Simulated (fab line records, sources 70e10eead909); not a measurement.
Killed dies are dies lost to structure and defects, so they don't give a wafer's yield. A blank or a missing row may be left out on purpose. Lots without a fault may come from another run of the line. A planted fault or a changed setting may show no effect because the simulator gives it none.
Which tool did it? | flow nand_harc | 6 lots, 18 wafers sampled, at 4 steps of a route of 1302

WHAT THE GAUGES READ, wafer by wafer
NHARC_END_SORT_01.
lot  | measured     | on        | killed_at_other
L946 | day 30 08:55 | prober-01 | 0 0 0
L948 | day 31 14:01 | prober-01 | 1 2 1
L950 | day 32 14:43 | prober-01 | 0 1 0
L954 | day 33 11:38 | prober-02 | 0 0 1

WHICH TOOL RAN EACH LOT (tool, then ch and the chambers of the sampled wafers, then the start)
lot  | NHARC_P_ZERO_WELL_ETCH_65         | NHARC_P_STI_OXIDE_29          | NHARC_P_GATE_ETCH_32
L934 | rie_diel-03 ch 0,1,3, day 2 17:32 | furnace-04 ch 0, day 3 04:00  | rie_si-06 ch 1,2,3, day 5 23:22
L940 | rie_diel-02 ch 1,2, day 5 05:35   | furnace-04 ch 0, day 5 17:51  | rie_si-04 ch 0,1, day 8 12:10
L946 | rie_diel-02 ch 1,3, day 7 17:23   | furnace-07 ch 0, day 8 04:31  | rie_si-04 ch 0,1, day 11 05:15
L948 | rie_diel-13 ch 0,2,3, day 8 13:38 | furnace-01 ch 0, day 8 23:49  | rie_si-04 ch 0,1,3, day 11 22:04
L950 | rie_diel-02 ch 0,2, day 9 09:31   | furnace-04 ch 0, day 9 22:02  | rie_si-04 ch 0,1,2, day 12 12:13
L954 | rie_diel-03 ch 0,3, day 11 01:32  | furnace-07 ch 0, day 11 11:43 | rie_si-03 ch 0,1,3, day 14 09:41
- NHARC_P_ZERO_WELL_ETCH_65: etches the open film in N2/H2, target depth 80 nm, overetch 24 nm, time 87.88 s.
- NHARC_P_STI_OXIDE_29: material SiO2, target thk 10 nm, ox time 1362 s.
- NHARC_P_GATE_ETCH_32: etches the open film in HBr/Cl2, target depth 150 nm, time 100.1 s.

THE ANSWER, worked out from the rows above alone
Rule: what is usual is taken from the lots themselves. Put in order of their means at a reading, lots are off if they are a third of the lots or fewer, leave a main group of 4 or more, and stand apart from it by a gap of 3 or more times the standard deviation of the main group's means; of several such gaps the widest counts. A main group whose means are all the same, to the digits that the tables above print for the reading, isn't used. A lot without any number at a reading at which 4 lots or more have one is off too. The other lots that the step has rows for count as sound.
No lot is off at any reading shown: from this, nothing can be told.

WHAT THE SIMULATOR HAD PUT IN
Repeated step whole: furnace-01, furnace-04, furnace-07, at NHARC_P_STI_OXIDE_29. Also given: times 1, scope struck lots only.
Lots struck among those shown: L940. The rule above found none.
